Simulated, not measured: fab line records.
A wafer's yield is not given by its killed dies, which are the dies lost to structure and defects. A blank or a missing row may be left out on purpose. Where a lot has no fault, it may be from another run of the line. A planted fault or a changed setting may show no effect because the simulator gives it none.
Matching of chambers ; flow n5 finfet ; N5_BEOL_M5_ETCH_61 on rie diel-05: 4 sister chambers
The step etches SiARC in CF4, target depth 15.6 nm, time 26 s. 4 wafers are shown with their chamber, then 7 later ones without.

## WAFERS, EACH WITH ITS CHAMBER
wafer;chamber;showerhead plenum p Torr (Torr)
L079.6;2;2.21
L082.2;1;2.06
L085.2;0;2.03
L085.4;3;2.25

## WAFERS WITHOUT THEIR CHAMBER
wafer;showerhead plenum p Torr (Torr)
L085.6;2.05
L092.2;2.25
L092.4;2.03
L092.6;2.03
L097.1;2.25
L097.3;2.03
L097.6;2.05

## WHICH CHAMBER EACH WENT THROUGH
wafer;from the rows above;in truth
L085.6;can't be placed: 1 or 0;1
L092.2;3;3
L092.4;0;0
L092.6;0;0
L097.1;3;3
L097.3;0;0
L097.6;can't be placed: 1 or 0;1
Placed correctly: 5 of 7. These rows do not allow placing 2 (true chamber among the candidates in 2). 0 placed wrongly.
How it was worked out, from the rows above alone: a wafer's distance from a chamber is the root of the sum, over the readings, of the square of ((its reading less the chamber's mean) divided by the reading's scatter). If the next closest chamber is less than 2 further off than the closest, the wafer can't be placed; otherwise it belongs to the closest. For every chamber, the mean is computed from those of its wafers that are shown. The scatter (one wafer shown for each chamber): square how far every hidden wafer sits from the nearest shown wafer, average those squares and take the square root.
